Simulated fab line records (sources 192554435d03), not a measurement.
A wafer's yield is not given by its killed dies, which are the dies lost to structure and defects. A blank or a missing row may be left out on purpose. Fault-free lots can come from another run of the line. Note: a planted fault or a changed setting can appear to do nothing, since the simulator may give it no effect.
The tool behind it: which one? ; flow n5Finfet ; 10 lots, 30 wafers sampled, at 6 steps of a route of 1938

== WHAT THE GAUGES READ, wafer by wafer ==
N5_BEOL_M4_RC_MEAS_101.
lot;measured;on;DIBL_N (mV/V)
L583;day 8 01:18;prober-02;35.8 38.5 35.0
L582;day 8 05:31;prober-01;33.3 35.7 35.2
L586;day 8 22:27;prober-01;34.8 37.8 35.3
L587;day 9 11:20;prober-02;39.3 36.9 38.1
L588;day 9 17:29;prober-01;36.7 38.2 37.4
L598;day 12 10:09;prober-02;38.8 37.1 37.9
L599;day 12 11:52;prober-01;34.1 33.2 32.0
L600;day 13 01:37;prober-02;34.4 35.9 34.5
L602;day 13 08:37;prober-02;34.3 34.2 34.4
L601;day 13 12:47;prober-01;38.1 37.2 38.8

== WHICH TOOL RAN EACH LOT (tool, then ch and the chambers of the sampled wafers, then the start) ==
lot;N5_BEOL_M3_SPUTTER_88;N5_BEOL_M3_SPUTTER_90;N5_BEOL_M3_SPUTTER_92;N5_BEOL_M3_ECD_50;N5_BEOL_M3_CMP_52
L583;pvdSputter-03, day 7 13:58;pvdSputter-03, day 7 14:11;pvdSputter-03, day 7 14:24;ecdCu-02 ch 1, day 7 14:58;cmp-04 ch 1,2,3, day 7 15:20
L582;pvdSputter-02, day 7 16:30;pvdSputter-02, day 7 16:43;pvdSputter-02, day 7 16:56;ecdCu-02 ch 0,1, day 7 17:29;cmp-03 ch 0,1, day 7 17:52
L586;pvdSputter-02, day 8 11:17;pvdSputter-02, day 8 11:31;pvdSputter-02, day 8 11:44;ecdCu-02 ch 0,1, day 8 12:17;cmp-03 ch 1,2,3, day 8 12:40
L587;pvdSputter-01, day 9 00:52;pvdSputter-01, day 9 01:05;pvdSputter-01, day 9 01:18;ecdCu-02 ch 0,1, day 9 01:52;cmp-04 ch 0,2,3, day 9 02:19
L588;pvdSputter-02, day 9 06:29;pvdSputter-02, day 9 06:43;pvdSputter-02, day 9 06:56;ecdCu-02 ch 0,1, day 9 07:29;cmp-03 ch 0,3, day 9 07:53
L598;pvdSputter-03, day 11 22:53;pvdSputter-03, day 11 23:06;pvdSputter-03, day 11 23:19;ecdCu-02 ch 0,1, day 11 23:53;cmp-03 ch 0,1,3, day 12 00:16
L599;pvdSputter-03, day 12 00:43;pvdSputter-03, day 12 00:56;pvdSputter-03, day 12 01:10;ecdCu-01 ch 1, day 12 01:43;cmp-01 ch 1,3, day 12 02:08
L600;pvdSputter-03, day 12 04:11;pvdSputter-03, day 12 04:25;pvdSputter-03, day 12 04:38;ecdCu-02 ch 0,1, day 12 05:11;cmp-01 ch 0,1,3, day 12 05:40
L602;pvdSputter-03, day 12 07:52;pvdSputter-03, day 12 08:05;pvdSputter-03, day 12 08:19;ecdCu-02 ch 0,1, day 12 08:52;cmp-03 ch 1,2,3, day 12 09:17
L601;pvdSputter-03, day 12 15:37;pvdSputter-03, day 12 15:50;pvdSputter-03, day 12 16:03;ecdCu-02 ch 0,1, day 12 16:37;cmp-04 ch 0,2,3, day 12 17:00
- N5_BEOL_M3_SPUTTER_88: material Cu, target thk 4.5 nm, time 8.29 s.
- N5_BEOL_M3_SPUTTER_90: material Cu, target thk 4.5 nm, time 8.29 s.
- N5_BEOL_M3_SPUTTER_92: material Cu, target thk 4.5 nm, time 8.29 s.
- N5_BEOL_M3_ECD_50: material Cu, target thk 300 nm.
- N5_BEOL_M3_CMP_52: polishes, stops on SiOC, t overpolish 6.8 s, target thk 40 nm.

== THE ANSWER, worked out from the rows above alone ==
Rule: what is usual is taken from the lots themselves. The widest of any qualifying gaps counts: lots, ordered by their means at a reading, are off when they make up no more than a third of the lots, leave a main group of 4 or more, and stand apart from it by 3 or more times the standard deviation of that group's means. Not used: any main group whose means are identical at the precision the tables above print for the reading. A lot without any number at a reading at which 4 lots or more have one is off too. The other lots that the step has rows for count as sound.
No lot is off at any reading shown: from this, nothing can be told.

== WHAT THE SIMULATOR HAD PUT IN ==
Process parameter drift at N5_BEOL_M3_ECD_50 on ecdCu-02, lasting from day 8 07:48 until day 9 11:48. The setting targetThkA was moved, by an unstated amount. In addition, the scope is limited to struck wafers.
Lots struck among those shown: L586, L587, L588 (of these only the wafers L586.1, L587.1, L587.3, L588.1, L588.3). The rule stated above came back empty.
